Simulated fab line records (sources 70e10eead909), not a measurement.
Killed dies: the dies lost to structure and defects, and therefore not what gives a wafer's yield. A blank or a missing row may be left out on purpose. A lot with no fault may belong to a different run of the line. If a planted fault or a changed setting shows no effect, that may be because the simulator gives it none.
Problem report, 8D (eight disciplines) form, completed by code	flow nand_harc	the parts of the form that need people (team, actions taken, sign-off) are left out

1. THE PROBLEM
Mean of cd_nm at NHARC_A_M0_CD_MEAS_09: 75.2 nm across 9 wafers in 3 lots; on wafers with no fault it is 79.7 nm (standard deviation 0.71). That puts it -6.3 standard deviations away from the usual mean.
The step: target cd 80 nm.
Seen first at day 26 12:11 on cd_sem-03, wafer L653.1. At this step, 30 wafers from 10 lots have a number in the record. The rule behind "out" and "out of limits": a value lying over 4 standard deviations away from the usual mean. The other wafers with a number count as sound.

2. WHAT IT IS; WHAT IT IS NOT
question	is	is not
which readings at this step	cd_nm	-
which lots	L653, L655, L657	L645, L651, L658, L659, L660, L664, L667
which wafers of those lots	all that have a number	-
read on which gauges	cd_sem-01, cd_sem-03	cd_sem-02
when	from day 26 12:11	up to then (6 sound wafers); but 15 sound wafers of L658, L659, L660, L664, L667 came after

3. THE SUSPECTS, EACH WITH WHAT RULES IT OUT
Counting: a tool at any process step up to the reading remains a suspect when it ran all the lots that are out and ran no sound lot after the first of those.
- the gauge at NHARC_A_M0_CD_MEAS_09 has been ruled out. Those wafers that are out were read across 2 gauges (cd_sem-01, cd_sem-03).
- cvd_w-01 at NHARC_A_BLC_CVD_24 (deposits W, target thk 150 nm, time 434 s): ruled out as a lasting fault. After its first lot that is out, L653 (day 26 12:03), sound lots L658, L667 ran on it. With no start given for some of its lots, NHARC_A_BLC_CVD_24 uses the hours and lot order of NHARC_A_M0_EXPOSE_06.
- arfi_scanner-03 at NHARC_A_M0_EXPOSE_06 (exposes mask A M0, target cd 80 nm): kept. It ran every lot that is out, first L653 (day 26 12:03), and no sound lot after that. Out on those wafers are its own readings of exposure_dose_mJ_cm2.
Left after counting: arfi_scanner-03 at NHARC_A_M0_EXPOSE_06.

4. THE CAUSE (what the simulator had put in)
Process parameter drift: arfi_scanner-03, from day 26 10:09 on, at NHARC_A_M0_EXPOSE_06. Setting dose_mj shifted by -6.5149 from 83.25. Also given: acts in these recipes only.
Only this tool survived the counting.

5. THE EFFECT CHAIN, in route order
Rows list readings where the struck wafers' mean (over those with a number) sits beyond 3 standard deviations from the usual. Only readings whose record carries a usual standard deviation are examined. hours: median over the lots of the time between each lot's start at the first step of this table that gives one and its start at this step. sigmas: the change, counted in usual standard deviations.
hours	step	reading	usual	on struck wafers	change	sigmas
0	NHARC_A_M0_EXPOSE_06	exposure_dose_mJ_cm2	83.25	77.93	-5.32	-64
0	NHARC_A_M0_CD_MEAS_09	cd_nm	79.7 nm	75.2	-4.5	-6.3
Process steps it contains:
- NHARC_A_M0_EXPOSE_06: exposes mask A M0, target cd 80 nm.
Later measuring or inspecting steps at which every struck wafer that the step has a row for has a number for every such reading, and none has moved that far: NHARC_END_SORT_01.

6. WHAT WOULD HAVE CAUGHT IT SOONER
Counted from the fault's start at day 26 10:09, it took 2 hours until the first out-of-limits reading at a measuring or inspecting step in this record, taken at day 26 12:11.
At NHARC_A_M0_EXPOSE_06, the tool's own readings (exposure_dose_mJ_cm2) were out on each struck wafer the step has a row for, so an alarm limit on them would have fired on the first such wafer.
Of the lots that are out (3), L655, L657 began NHARC_A_M0_EXPOSE_06 on arfi_scanner-03 after day 26 12:11. A hold on the tool at that time would have spared those 2.
